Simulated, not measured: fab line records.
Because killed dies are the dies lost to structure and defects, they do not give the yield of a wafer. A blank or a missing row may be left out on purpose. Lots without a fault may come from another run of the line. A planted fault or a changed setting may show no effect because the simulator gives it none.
Matching of chambers / flow nandHarc / 4 sister chambers for NHARC_A_BLC_ALD_23 on aldMetal-02
The step deposits TiN, target thk 3 nm, pulse time 1 s, ald cycles 150. 16 wafers are shown with their chamber, then 8 later ones without.

== EACH WAFER AND ITS CHAMBER ==
wafer=L074.1; chamber=0; heaterPowerW (W)=1071; precursorPulseHeightRel=1.018
wafer=L074.5; chamber=2; heaterPowerW (W)=1098; precursorPulseHeightRel=1.010
wafer=L074.6; chamber=3; heaterPowerW (W)=1187; precursorPulseHeightRel=0.975
wafer=L075.2; chamber=2; heaterPowerW (W)=1105; precursorPulseHeightRel=0.990
wafer=L075.3; chamber=2; heaterPowerW (W)=1088; precursorPulseHeightRel=1.006
wafer=L075.6; chamber=1; heaterPowerW (W)=1071; precursorPulseHeightRel=1.006
wafer=L077.1; chamber=2; heaterPowerW (W)=1078; precursorPulseHeightRel=0.996
wafer=L077.4; chamber=0; heaterPowerW (W)=1081; precursorPulseHeightRel=1.049
wafer=L077.6; chamber=1; heaterPowerW (W)=1060; precursorPulseHeightRel=1.024
wafer=L079.4; chamber=1; heaterPowerW (W)=1092; precursorPulseHeightRel=0.983
wafer=L079.5; chamber=3; heaterPowerW (W)=1212; precursorPulseHeightRel=1.016
wafer=L079.6; chamber=2; heaterPowerW (W)=1098; precursorPulseHeightRel=1.035
wafer=L084.1; chamber=3; heaterPowerW (W)=1198; precursorPulseHeightRel=0.969
wafer=L084.3; chamber=0; heaterPowerW (W)=1076; precursorPulseHeightRel=1.021
wafer=L084.5; chamber=0; heaterPowerW (W)=1048; precursorPulseHeightRel=0.953
wafer=L080.1; chamber=2; heaterPowerW (W)=1112; precursorPulseHeightRel=0.974

SIGNATURES (means of the wafers above)
reading=heaterPowerW; chamber 0=1069.00; chamber 1=1074.33; chamber 2=1096.50; chamber 3=1199.00; scatter within a chamber=13.6
reading=precursorPulseHeightRel; chamber 0=1.01025; chamber 1=1.00433; chamber 2=1.00183; chamber 3=0.98667; scatter within a chamber=0.0278
Rule: for a wafer and a chamber, the distance is found by dividing, reading by reading, the gap between the wafer's reading and the chamber's mean by the reading's scatter, squaring, summing and taking the root. The wafer belongs to the nearest chamber; if the next one is less than 2 further off, it can't be placed. The scatter: take each reading less its chamber's mean, square it, sum over the shown wafers, divide by the number of wafers less the number of chambers, and take the root.

== WAFERS WITH NO CHAMBER GIVEN ==
wafer=L080.2; heaterPowerW (W)=1053; precursorPulseHeightRel=0.988
wafer=L080.4; heaterPowerW (W)=1232; precursorPulseHeightRel=1.007
wafer=L093.1; heaterPowerW (W)=1080; precursorPulseHeightRel=1.003
wafer=L093.2; heaterPowerW (W)=1164; precursorPulseHeightRel=0.984
wafer=L093.5; heaterPowerW (W)=1051; precursorPulseHeightRel=1.004
wafer=L097.3; heaterPowerW (W)=1031; precursorPulseHeightRel=0.994
wafer=L097.4; heaterPowerW (W)=1127; precursorPulseHeightRel=0.999
wafer=L097.6; heaterPowerW (W)=1153; precursorPulseHeightRel=1.017

== EACH ONE'S CHAMBER ==
wafer=L080.2; from the rows above=can't be placed: 0 or 1 or 2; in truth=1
wafer=L080.4; from the rows above=3; in truth=3
wafer=L093.1; from the rows above=can't be placed: 1 or 0 or 2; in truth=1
wafer=L093.2; from the rows above=3; in truth=3
wafer=L093.5; from the rows above=can't be placed: 0 or 1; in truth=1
wafer=L097.3; from the rows above=can't be placed: 0 or 1 or 2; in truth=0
wafer=L097.4; from the rows above=can't be placed: 2 or 1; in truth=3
wafer=L097.6; from the rows above=can't be placed: 3 or 2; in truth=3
Placed correctly: 2 of 8. Unplaceable from these rows: 6, with the true chamber sitting among the candidates in 5. Placed wrongly: 0.
